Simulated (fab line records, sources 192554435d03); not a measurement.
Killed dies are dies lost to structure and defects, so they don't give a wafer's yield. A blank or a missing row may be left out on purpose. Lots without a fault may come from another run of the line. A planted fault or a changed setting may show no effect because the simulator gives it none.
fab line records | flow n5_finfet | part 1 of 2: steps 1 to 19 of 29
record lots=5 wafers=15 last_day=15
route steps=1938 shown BEOL_M7@1268
lots that met no fault: from a run of the same line without faults
start_h: hours from the record's first day to the start of the lot's first wafer shown | wait_h: hours since the lot's step before | " the same as in the row above | L1.1+2: a row that stands for several wafers | - no value, or no start given | * or withheld: withheld | < > ~ a bound
route shown NAME@n: a module of which the file shows steps, and the number in the route of the first | usual: mean/standard deviation of fault-free wafers | same: alike in all rows | chamber/n: place in a boat | sites: the reading at each site | _std_site: their standard deviation | _edge_site: outer sites' mean less inner sites' | radius_mm: how far each site lies from the wafer's centre | mask NAME#n: copy n | behind: the tool/chamber that last shaped the wafer | hold: why the lot was held/for how many hours/how that ended | device: the transistor (n, p or np) that didn't switch | end of line: the same wafers' tests at the end of the route | a step without rows: its recipe alone | killed: dies lost to structure and defects at the first sort, not the wafer's yield | map: a wafer's dies, x killed, . not, _ none there
set.NAME: the setting as run; set.NAME@STEP: as run at that earlier step | model.NAME: the simulator's own value behind a step, which no gauge read
lots at some steps of the route; a table a step, a row a wafer
services: from which hour (start_h, from the record's first day; less than 0 if before it) a tool's chamber was out of use, for how many hours, and why
## steps
# step N5_BEOL_M7_COAT_59
# recipe resist=SOC temp_c=250 time_s=60 spin_rpm=1500 resist_thk_nm=100
# usual resist_line_temp_C=23.02/0.096
# columns lot.wafer tool chamber start_h wait_h resist_line_temp_C
L079.2 litho_track-04 0 221.05 0.1 23.06
L079.3 " 0 " " 23.01
L079.5 " 0 " " 23.11
L083.3 litho_track-01 0 236.34 0.1 22.96
L083.5 " 0 " " 23.01
L083.6 " 0 " " 22.91
L084.1 litho_track-02 0 242.36 0.1 23.03
L084.2 " 0 " " 22.94
L084.4 " 0 " " 23.05
L086.3 litho_track-04 0 258.93 0.1 22.86
L086.5 " 0 " " 22.89
L086.6 " 0 " " 22.91
L089.1 litho_track-01 0 285.76 0.1 23.05
L089.4 " 0 " " 23.09
L089.5 " 0 " " 22.92
# step N5_BEOL_M7_COAT_60
# recipe resist=SiARC temp_c=220 time_s=60 spin_rpm=1500 resist_thk_nm=35
# usual resist_line_temp_C=23.00/0.11
# columns lot.wafer tool chamber start_h wait_h resist_line_temp_C
L079.2 litho_track-04 0 - - 23.06
L079.3 " 0 " " 23.05
L079.5 " 0 " " 23.12
L083.3 litho_track-01 0 - - 23.01
L083.5 " 0 " " 23.09
L083.6 " 0 " " 23.05
L084.1 litho_track-02 0 - - 22.92
L084.2 " 0 " " 22.88
L084.4 " 0 " " 22.85
L086.3 litho_track-04 0 - - 22.81
L086.5 " 0 " " 22.86
L086.6 " 0 " " 22.91
L089.1 litho_track-01 0 - - 22.91
L089.4 " 0 " " 22.72
L089.5 " 0 " " 22.85
# step N5_BEOL_M7_COAT_05
# recipe resist=CAR-ArF spin_rpm=1500 resist_thk_nm=90
# usual resist_line_temp_C=23.00/0.11
# columns lot.wafer tool chamber start_h wait_h resist_line_temp_C
L079.2 litho_track-04 0 - - 22.93
L079.3 " 0 " " 23.05
L079.5 " 0 " " 22.84
L083.3 litho_track-01 0 - - 23.09
L083.5 " 0 " " 23.20
L083.6 " 0 " " 22.99
L084.1 litho_track-02 0 - - 23.17
L084.2 " 0 " " 23.13
L084.4 " 0 " " 23.19
L086.3 litho_track-04 0 - - 23.22
L086.5 " 0 " " 23.08
L086.6 " 0 " " 23.05
L089.1 litho_track-01 0 - - 22.79
L089.4 " 0 " " 23.01
L089.5 " 0 " " 23.00
# step N5_BEOL_M7_EBR_07
# recipe solvent=PGMEA ebr_width_mm=1.5
# usual resist_line_temp_C=22.99/0.11
# columns lot.wafer tool chamber start_h wait_h resist_line_temp_C
L079.2 litho_track-04 0 - - 22.96
L079.3 " 0 " " 23.05
L079.5 " 0 " " 23.07
L083.3 litho_track-01 0 - - 22.69
L083.5 " 0 " " 22.81
L083.6 " 0 " " 22.83
L084.1 litho_track-02 0 - - 23.00
L084.2 " 0 " " 22.99
L084.4 " 0 " " 22.96
L086.3 litho_track-04 0 - - 22.95
L086.5 " 0 " " 22.87
L086.6 " 0 " " 22.96
L089.1 litho_track-01 0 - - 22.76
L089.4 " 0 " " 22.88
L089.5 " 0 " " 22.89
# step N5_BEOL_M7_SOFTBAKE_06
# recipe temp_c=110 time_s=60 resist=CAR-ArF
# usual resist_line_temp_C=22.99/0.1
# columns lot.wafer tool chamber start_h wait_h resist_line_temp_C
L079.2 litho_track-04 0 - - 23.15
L079.3 " 0 " " 23.08
L079.5 " 0 " " 23.05
L083.3 litho_track-01 0 - - 22.95
L083.5 " 0 " " 23.01
L083.6 " 0 " " 23.16
L084.1 litho_track-02 0 - - 22.99
L084.2 " 0 " " 22.94
L084.4 " 0 " " 22.95
L086.3 litho_track-04 0 - - 23.09
L086.5 " 0 " " 23.06
L086.6 " 0 " " 23.15
L089.1 litho_track-01 0 - - 22.87
L089.4 " 0 " " 22.90
L089.5 " 0 " " 22.95
# step N5_BEOL_M7_EXPOSE_08
# recipe mask_id=M7 na=1.35 source_shape=dipole sigma_inner=0.817 sigma_outer=0.97 polarization=te dose_mj=68.25
# usual exposure_dose_mJ_cm2=68.19/0.062 reticle_temp_C=22.97/0.098
# columns lot.wafer tool chamber start_h wait_h mask exposure_dose_mJ_cm2 reticle_temp_C
L079.2 arfi_scanner-02 0 221.30 - M7#0 68.23 23.08
L079.3 " 0 " " M7#0 68.19 22.91
L079.5 " 0 " " M7#0 68.21 22.87
L083.3 arfi_scanner-01 0 236.47 - M7#0 68.18 22.90
L083.5 " 0 " " M7#0 68.20 22.98
L083.6 " 0 " " M7#0 68.09 23.00
L084.1 arfi_scanner-03 0 242.60 - M7#0 68.20 22.88
L084.2 " 0 " " M7#0 68.21 23.15
L084.4 " 0 " " M7#0 68.08 23.00
L086.3 arfi_scanner-03 0 259.06 - M7#0 68.15 23.05
L086.5 " 0 " " M7#0 68.14 23.01
L086.6 " 0 " " M7#0 68.22 23.05
L089.1 arfi_scanner-01 0 285.88 - M7#0 68.17 23.04
L089.4 " 0 " " M7#0 68.16 22.93
L089.5 " 0 " " M7#0 68.14 22.88
# step N5_BEOL_M7_PEB_09
# recipe peb_temp_c=withheld peb_time_s=60 resist=CAR-ArF
# usual resist_line_temp_C=23.01/0.13
# columns lot.wafer tool chamber start_h wait_h resist_line_temp_C
L079.2 litho_track-01 0 221.36 0.0 23.14
L079.3 " 0 " " 23.12
L079.5 " 0 " " 22.95
L083.3 litho_track-02 0 236.52 0.0 23.00
L083.5 " 0 " " 23.16
L083.6 " 0 " " 23.38
L084.1 litho_track-04 0 242.66 0.1 23.04
L084.2 " 0 " " 23.10
L084.4 " 0 " " 22.99
L086.3 litho_track-02 0 259.11 0.0 22.97
L086.5 " 0 " " 22.81
L086.6 " 0 " " 22.70
L089.1 litho_track-04 0 285.94 0.1 23.07
L089.4 " 0 " " 23.01
L089.5 " 0 " " 23.06
# step N5_BEOL_M7_DEVELOP_10
# recipe develop_time_s=30 developer=TMAH resist=CAR-ArF rinse_liquid=diw dry=air_spin dev_temp_c=23
# usual resist_line_temp_C=22.99/0.11
# columns lot.wafer tool chamber start_h wait_h resist_line_temp_C
L079.2 litho_track-01 0 - - 22.86
L079.3 " 0 " " 22.85
L079.5 " 0 " " 23.06
L083.3 litho_track-02 0 - - 22.83
L083.5 " 0 " " 22.92
L083.6 " 0 " " 23.01
L084.1 litho_track-04 0 - - 23.06
L084.2 " 0 " " 22.97
L084.4 " 0 " " 22.96
L086.3 litho_track-02 0 - - 22.82
L086.5 " 0 " " 23.00
L086.6 " 0 " " 22.89
L089.1 litho_track-04 0 - - 23.03
L089.4 " 0 " " 23.13
L089.5 " 0 " " 22.93
# step N5_BEOL_M7_CD_MEAS_11
# recipe target_cd_nm=38.5 landing_energy_ev=500 detector=se_inlens polarity=opening
# usual cd_nm=38.3/0.4
# columns lot.wafer tool chamber start_h wait_h cd_nm
L079.2 cd_sem-02 0 221.43 - 38.2
L079.3 " 0 " " 37.7
L079.5 " 0 " " 38.1
L083.3 cd_sem-02 0 236.59 - 38.3
L083.5 " 0 " " 37.9
L083.6 " 0 " " 38.0
L084.1 cd_sem-01 0 242.73 - 38.3
L084.2 " 0 " " 37.9
L084.4 " 0 " " 37.9
L086.3 cd_sem-01 0 259.18 - 38.1
L086.5 " 0 " " 37.8
L086.6 " 0 " " 37.7
L089.1 cd_sem-03 0 286.01 - 37.9
L089.4 " 0 " " 38.8
L089.5 " 0 " " 38.1
# step N5_BEOL_M7_OVL_MEAS_12
# recipe points_per_wafer=44
# usual M7_OVL=-0.5/0.8
# columns lot.wafer tool chamber start_h wait_h M7_OVL[nm]
L079.2 overlay-02 0 221.46 0.0 -0.5
L079.3 " 0 " " -0.9
L079.5 " 0 " " -1.1
L083.3 overlay-02 0 236.62 0.0 -1.3
L083.5 " 0 " " 0.5
L083.6 " 0 " " 0.5
L084.1 overlay-01 0 242.76 0.0 -0.5
L084.2 " 0 " " 0.2
L084.4 " 0 " " -0.5
L086.3 overlay-02 0 259.21 0.0 -1.4
L086.5 " 0 " " -0.1
L086.6 " 0 " " -0.6
L089.1 overlay-02 0 286.04 0.0 -1.3
L089.4 " 0 " " -0.6
L089.5 " 0 " " -0.1
# step N5_BEOL_M7_INSPECT_13
# recipe mode=adi inspect_instrument=brightfield
# usual raw_defect_count=412/94
# columns lot.wafer tool chamber start_h wait_h raw_defect_count
L079.2 defect_inspect-01 - 221.48 0.0 345
L079.3 " - " " 405
L079.5 " - " " 333
L083.3 defect_inspect-02 - 236.64 0.0 408
L083.5 " - " " 392
L083.6 " - " " 376
L084.1 defect_inspect-01 - 242.79 0.0 338
L084.2 " - " " 425
L084.4 " - " " 334
L086.3 defect_inspect-01 - 259.23 0.0 315
L086.5 " - " " 416
L086.6 " - " " 312
L089.1 defect_inspect-01 - 286.07 0.0 261
L089.4 " - " " 284
L089.5 " - " " 376
# step N5_BEOL_M7_DESCUM_16
# recipe chemistry=O2 time_s=7.9 source_power_w=50 bias_power_w=20 pressure_mtorr=20 rf_frequency_hz=2.712e+07 temp_c=40 resist=CAR-ArF o2_flow_sccm=225
# usual drypump_motor_current_A=5.7/0.64 o2_flow_sccm=225.0/0.72 oes_product_au=0.81/0.096 rf_vpp_V=243.1/1.4 showerhead_plenum_p_Torr=2.09/0.086 throttle_valve_pct=20.36/0.2
# columns lot.wafer tool chamber start_h wait_h drypump_motor_current_A o2_flow_sccm oes_product_au rf_hours_counter_h rf_vpp_V showerhead_plenum_p_Torr throttle_valve_pct
L079.2 rie_diel-01 3 221.51 0.0 4.8 224.9 0.95 8 242.8 2.14 20.00
L079.3 " 1 " " 5.8 225.1 0.89 45 245.9 2.22 20.23
L079.5 " 3 " " 4.8 225.7 0.95 - 243.3 2.14 19.99
L083.3 rie_diel-03 3 236.67 0.0 5.2 225.7 0.76 140 240.4 1.92 20.23
L083.5 " 1 " " 5.4 225.0 0.73 - 243.1 2.17 20.31
L083.6 " 0 " " 5.4 225.3 0.69 - 243.0 2.16 20.44
L084.1 rie_diel-03 0 242.82 0.0 5.3 224.4 0.70 246 242.6 2.16 20.45
L084.2 " 3 " " 5.2 224.8 0.76 142 241.8 1.92 20.24
L084.4 " 1 " " 5.4 223.6 0.74 192 243.5 2.17 20.32
L086.3 rie_diel-01 1 259.98 0.7 5.8 224.5 0.87 60 245.8 2.21 20.27
L086.5 " 1 " " 5.8 223.8 0.87 - 245.4 2.21 20.26
L086.6 " 0 " " 6.0 224.1 0.97 - 244.1 2.15 20.34
L089.1 rie_diel-05 1 286.10 0.0 6.0 225.3 0.91 25 242.8 2.05 20.41
L089.4 " 2 " " 6.2 225.5 0.69 207 241.4 2.00 20.67
L089.5 " 1 " " 6.0 225.0 0.92 - 240.7 2.05 20.40
# step N5_BEOL_M7_ETCH_61
# recipe chemistry=CF4 target=SiARC target_depth_a=455 mask_material=CAR-ArF time_s=75.8 ion_energy_ev=80 pressure_mtorr=40 source_w=545 bias_w=36 Ar_flow_sccm=100 cf4_flow_sccm=100 ends=cleared
# usual drypump_motor_current_A=5.7/0.64 etch_rf_on_time_s=74.8/1.3 oes_product_au=0.70/0.083 rf_vpp_V=184.0/1.3 showerhead_plenum_p_Torr=2.14/0.081 throttle_valve_pct=15.54/0.2
# columns lot.wafer tool chamber start_h wait_h drypump_motor_current_A etch_rf_on_time_s oes_product_au rf_hours_counter_h rf_vpp_V showerhead_plenum_p_Torr throttle_valve_pct
L079.2 rie_diel-01 3 221.55 0.0 4.8 72.9 0.81 8 184.2 2.20 15.21
L079.3 " 1 " " 5.8 74.2 0.76 45 186.4 2.26 15.37
L079.5 " 3 " " 4.8 73.1 0.81 - 185.6 2.20 15.22
L083.3 rie_diel-03 3 236.71 0.0 5.2 75.7 0.65 140 183.4 1.99 15.49
L083.5 " 1 " " 5.4 74.3 0.63 - 182.6 2.21 15.52
L083.6 " 0 " " 5.4 75.7 0.60 - 184.0 2.20 15.65
L084.1 rie_diel-03 0 242.85 0.0 5.3 75.4 0.59 246 183.9 2.20 15.62
L084.2 " 3 " " 5.3 74.9 0.66 142 183.2 1.99 15.51
L084.4 " 1 " " 5.5 74.5 0.62 192 184.2 2.21 15.53
L086.3 rie_diel-01 1 260.01 0.0 5.8 74.3 0.74 60 184.4 2.25 15.41
L086.5 " 1 " " 5.8 73.5 0.75 - 185.8 2.25 15.42
L086.6 " 0 " " 6.0 72.8 0.84 - 183.7 2.18 15.38
L089.1 rie_diel-05 1 286.13 0.0 6.0 75.3 0.77 25 183.5 2.09 15.46
L089.4 " 2 " " 6.2 77.5 0.58 208 183.2 2.04 15.80
L089.5 " 1 " " 6.0 75.4 0.77 - 184.1 2.10 15.47
# step N5_BEOL_M7_ETCH_62
# recipe chemistry=N2/H2 target=SOC target_depth_a=1100 overetch_a=220 mask_material=SiARC temp_c=40 time_s=165 ion_energy_ev=200 pressure_mtorr=30 source_w=840 bias_w=150 n2_flow_sccm=200 h2_flow_sccm=200
# usual drypump_motor_current_A=5.7/0.64 oes_product_au=0.69/0.076 rf_vpp_V=524/3 showerhead_plenum_p_Torr=2.54/0.1 throttle_valve_pct=17.76/0.23
# columns lot.wafer tool chamber start_h wait_h drypump_motor_current_A oes_product_au rf_hours_counter_h rf_vpp_V showerhead_plenum_p_Torr throttle_valve_pct
L079.2 rie_diel-01 3 221.60 0.0 4.9 0.78 8 526 2.61 17.43
L079.3 " 1 " " 5.8 0.75 45 529 2.69 17.53
L079.5 " 3 " " 4.9 0.80 - 526 2.61 17.40
L083.3 rie_diel-03 3 236.77 0.0 5.3 0.64 140 518 2.35 17.67
L083.5 " 1 " " 5.5 0.62 - 527 2.63 17.73
L083.6 " 0 " " 5.4 0.59 - 525 2.60 17.87
L084.1 rie_diel-03 0 242.91 0.0 5.4 0.59 246 526 2.60 17.87
L084.2 " 3 " " 5.2 0.64 142 517 2.35 17.68
L084.4 " 1 " " 5.4 0.61 192 527 2.63 17.73
L086.3 rie_diel-01 1 260.07 0.0 5.8 0.73 60 527 2.69 17.56
L086.5 " 1 " " 5.8 0.73 - 526 2.69 17.56
L086.6 " 0 " " 6.0 0.81 - 524 2.61 17.68
L089.1 rie_diel-05 1 286.19 0.0 6.0 0.76 25 522 2.50 17.98
L089.4 " 2 " " 6.2 0.59 208 520 2.41 17.94
L089.5 " 1 " " 6.0 0.76 - 522 2.50 17.95
# step N5_BEOL_M7_STRIP_68
# recipe chemistry=N2/H2 temp_c=40 n2_flow_sccm=200 h2_flow_sccm=200 rf_frequency_hz=6e+07
# columns lot.wafer tool chamber start_h wait_h
L079.2+3+5 rie_diel-01 3,1,3 221.74 0.1
L083.3+5+6 rie_diel-03 3,1,0 236.90 0.1
L084.1+2+4 rie_diel-03 0,3,1 243.05 0.1
L086.3+5+6 rie_diel-01 1,1,0 260.20 0.1
L089.1+4+5 rie_diel-05 1,2,1 286.33 0.1
# step N5_BEOL_M7_STRIP_67
# recipe chemistry=CF4 resist=SiARC power_w=300 bias_power_w=75 pressure_mtorr=50 cf4_flow_sccm=150 rf_frequency_hz=6e+07
# usual drypump_motor_current_A=5.7/0.64 oes_product_au=0.81/0.09 power_w=299.9/0.86 rf_vpp_V=271.2/1.7 showerhead_plenum_p_Torr=1.79/0.067 throttle_valve_pct=13.51/0.22
# columns lot.wafer tool chamber start_h wait_h drypump_motor_current_A oes_product_au power_w rf_hours_counter_h rf_vpp_V showerhead_plenum_p_Torr throttle_valve_pct
L079.2 rie_diel-01 3 221.75 0.0 4.9 0.94 300.6 8 273.6 1.84 13.15
L079.3 " 1 " " 5.8 0.88 300.8 45 273.8 1.89 13.32
L079.5 " 3 " " 4.9 0.94 300.1 - 271.2 1.84 13.14
L083.3 rie_diel-03 3 236.91 0.0 5.2 0.76 301.0 140 268.8 1.67 13.50
L083.5 " 1 " " 5.5 0.73 299.3 - 272.8 1.84 13.50
L083.6 " 0 " " 5.4 0.69 299.4 - 273.3 1.84 13.66
L084.1 rie_diel-03 0 243.06 0.0 5.4 0.70 300.1 246 272.7 1.84 13.66
L084.2 " 3 " " 5.2 0.75 300.1 142 268.6 1.67 13.51
L084.4 " 1 " " 5.4 0.72 300.3 193 273.1 1.84 13.52
L086.3 rie_diel-01 1 260.21 0.0 5.8 0.86 299.9 60 273.4 1.88 13.35
L086.5 " 1 " " 5.8 0.87 300.4 - 275.0 1.88 13.36
L086.6 " 0 " " 6.0 0.96 300.9 - 270.6 1.83 13.32
L089.1 rie_diel-05 1 286.34 0.0 6.0 0.90 298.9 25 270.1 1.76 13.40
L089.4 " 2 " " 6.2 0.70 299.1 208 268.6 1.71 13.80
L089.5 " 1 " " 6.0 0.90 300.3 - 270.2 1.76 13.41
# step N5_BEOL_M7_HM_OPEN_17
# recipe chemistry=Cl2/BCl3 target_depth_a=200 overetch_a=60 target=TiN mask_material=SOC ion_energy_ev=150 pressure_mtorr=10 icp_w=1000 bias_w=126 Cl2_flow_sccm=53.25 bcl3_flow_sccm=21.75 Ar_flow_sccm=25
# usual bcl3_flow_sccm=21.74/0.062 drypump_motor_current_A=5.8/0.45 oes_product_au=0.67/0.079 throttle_valve_pct=22.10/0.1
# columns lot.wafer tool chamber start_h wait_h bcl3_flow_sccm drypump_motor_current_A oes_product_au rf_hours_counter_h throttle_valve_pct
L079.2 rie_metal-01 1 221.79 0.0 21.70 5.3 0.81 2 22.06
L079.3 " 1 " " 21.87 5.3 0.81 - 22.06
L079.5 " 0 " " 21.85 6.2 0.60 - 22.01
L083.3 rie_metal-01 1 236.99 0.1 21.84 5.3 0.81 - 22.06
L083.5 " 1 " " 21.83 5.3 0.81 - 22.06
L083.6 " 0 " " 21.71 6.2 0.61 - 21.99
L084.1 rie_metal-01 0 243.10 0.0 21.69 6.2 0.61 71 21.98
L084.2 " 1 " " 21.73 5.4 0.80 4 22.04
L084.4 " 0 " " 21.68 6.2 0.61 - 21.98
L086.3 rie_metal-03 0 260.29 0.1 21.73 5.1 0.74 - 22.24
L086.5 " 1 " " 21.76 6.0 0.61 - 22.11
L086.6 " 0 " " 21.77 5.1 0.75 - 22.24
L089.1 rie_metal-03 1 286.38 0.0 21.88 6.0 0.59 68 22.12
L089.4 " 1 " " 21.71 6.0 0.60 - 22.12
L089.5 " 1 " " 21.76 6.0 0.60 - 22.12
# step N5_BEOL_M7_STRIP_19
# recipe chemistry=O2 power_w=400 temp_c=40 pressure_mtorr=30 rf_frequency_hz=6e+07 bias_power_w=0 overash_fraction=0.2 o2_flow_sccm=225
# usual drypump_motor_current_A=5.8/0.64 o2_flow_sccm=225.0/0.7 oes_product_au=0.78/0.089 rf_vpp_V=3.6/0.59 showerhead_plenum_p_Torr=2.08/0.091 throttle_valve_pct=16.65/0.2
# columns lot.wafer tool chamber start_h wait_h drypump_motor_current_A o2_flow_sccm oes_product_au rf_hours_counter_h rf_vpp_V showerhead_plenum_p_Torr throttle_valve_pct
L079.2 rie_diel-05 3 221.91 0.1 6.8 224.7 0.76 159 3.3 2.00 16.69
L079.3 " 2 " " 6.2 225.6 0.71 188 4.0 2.01 16.90
L079.5 " 3 " " 6.7 225.4 0.76 - 3.9 2.00 16.68
L083.3 rie_diel-05 0 237.07 0.1 4.7 225.1 0.84 57 3.1 2.03 16.44
L083.5 " 2 " " 6.2 223.9 0.70 - 3.0 2.01 16.90
L083.6 " 3 " " 6.7 225.5 0.75 - 3.0 2.00 16.69
L084.1 rie_diel-03 0 243.37 0.2 5.4 223.8 0.69 246 3.1 2.16 16.72
L084.2 " 1 " " 5.5 225.7 0.73 193 3.1 2.17 16.61
L084.4 " 2 " " 5.2 225.1 0.73 170 3.2 2.18 16.68
L086.3 rie_diel-03 0 260.37 0.1 5.4 225.1 0.69 253 2.4 2.16 16.74
L086.5 " 3 " " 5.2 224.9 0.75 - 3.8 1.92 16.49
L086.6 " 1 " " 5.4 225.5 0.73 - 3.9 2.17 16.60
L089.1 rie_diel-01 2 286.49 0.1 6.4 224.0 0.73 210 4.4 2.15 17.01
L089.4 " 0 " " 6.0 224.1 0.93 22 3.8 2.15 16.52
L089.5 " 1 " " 5.8 226.0 0.86 - 4.4 2.22 16.49
# step N5_BEOL_M7_CD_MEAS_18
# recipe pitch_nm=80 target_cd_nm=40
# usual cd_nm=39.7/0.43
# columns lot.wafer tool chamber start_h wait_h cd_nm
L079.2 cd_sem-01 - 221.98 0.1 39.7
L079.3 " - " " 40.0
L079.5 " - " " 39.6
L083.3 cd_sem-02 - 237.15 0.1 39.9
L083.5 " - " " 39.3
L083.6 " - " " 39.6
L084.1 cd_sem-03 - 243.44 0.0 39.5
L084.2 " - " " 39.9
L084.4 " - " " 39.9
L086.3 cd_sem-03 - 260.44 0.1 40.4
L086.5 " - " " 39.4
L086.6 " - " " 39.5
L089.1 cd_sem-01 - 286.57 0.1 39.2
L089.4 " - " " 39.9
L089.5 " - " " 39.2
